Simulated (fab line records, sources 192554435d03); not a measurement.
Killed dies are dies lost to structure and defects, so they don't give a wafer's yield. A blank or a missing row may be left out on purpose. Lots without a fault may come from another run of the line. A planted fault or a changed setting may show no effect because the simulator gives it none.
Which tool did it? | flow n5_finfet | 10 lots, 30 wafers sampled, at 3 steps of a route of 1938

WHAT THE GAUGES READ, wafer by wafer
N5_BEOL_M4_RC_MEAS_101.
lot  | measured     | on        | RS_NWELL (ohm/sq)
L345 | day 8 17:25  | prober-02 | 1032 1026 1036
L346 | day 9 04:35  | prober-02 | 1044 1035 1027
L347 | day 9 12:39  | prober-02 | 1039 1032 1027
L349 | day 9 14:19  | prober-02 | 1033 1040 1032
L353 | day 11 06:47 | prober-02 | 1033 1046 1039
L356 | day 11 09:02 | prober-02 | 1039 1026 1027
L359 | day 12 11:00 | prober-02 | 1084 1084 1087
L360 | day 12 14:46 | prober-01 | 1030 1039 1030
L361 | day 12 14:43 | prober-02 | 1088 1093 1099
L362 | day 12 20:45 | prober-02 | 1084 1082 1086

WHICH TOOL RAN EACH LOT (tool, then ch and the chambers of the sampled wafers, then the start)
lot  | N5_WELL_APT_IMPLANT_14         | N5_WELL_APT_DESCUM_30
L345 | implanter-01 ch 0, day 2 14:00 | rie_diel-04 ch 2,3, day 2 15:05
L346 | implanter-02 ch 0, day 2 20:01 | rie_diel-01 ch 1,2,3, day 2 21:10
L347 | implanter-01 ch 0, day 3 01:49 | rie_diel-04 ch 0,2,3, day 3 02:52
L349 | implanter-02 ch 0, day 3 13:52 | rie_diel-05 ch 0,1,3, day 3 15:01
L353 | implanter-01 ch 0, day 4 14:02 | rie_diel-04 ch 0,2,3, day 4 15:39
L356 | implanter-01 ch 0, day 5 08:42 | rie_diel-04 ch 0,1,3, day 5 10:22
L359 | implanter-01 ch 0, day 6 01:59 | rie_diel-04 ch 0,3, day 6 03:06
L360 | implanter-02 ch 0, day 6 08:46 | rie_diel-01 ch 2,3, day 6 09:56
L361 | implanter-01 ch 0, day 6 14:02 | rie_diel-01 ch 2,3, day 6 15:29
L362 | implanter-01 ch 0, day 6 20:36 | rie_diel-01 ch 1,3, day 6 21:43
- N5_WELL_APT_IMPLANT_14
- N5_WELL_APT_DESCUM_30: chemistry O2, time 7.9 s.

THE ANSWER, worked out from the rows above alone
Rule: what is usual is taken from the lots themselves. Put in order of their means at a reading, lots are off if they are a third of the lots or fewer, leave a main group of 4 or more, and stand apart from it by a gap of 3 or more times the standard deviation of the main group's means; of several such gaps the widest counts. A main group whose means are all the same, to the digits that the tables above print for the reading, isn't used. A lot without any number at a reading at which 4 lots or more have one is off too. The other lots that the step has rows for count as sound.
Off: L359, L361, L362, at N5_BEOL_M4_RC_MEAS_101 (RS_NWELL). The main group: mean 1034 ohm/sq, standard deviation 2.7.
A tool fits if, at a process step before that reading, it ran every lot that is off, and no sound lot after the first of them. The gauges at N5_BEOL_M4_RC_MEAS_101 are tried like those tools. Can't be told from this: 2 tools fit, implanter-01 at N5_WELL_APT_IMPLANT_14, prober-02 at N5_BEOL_M4_RC_MEAS_101.

WHAT THE SIMULATOR HAD PUT IN
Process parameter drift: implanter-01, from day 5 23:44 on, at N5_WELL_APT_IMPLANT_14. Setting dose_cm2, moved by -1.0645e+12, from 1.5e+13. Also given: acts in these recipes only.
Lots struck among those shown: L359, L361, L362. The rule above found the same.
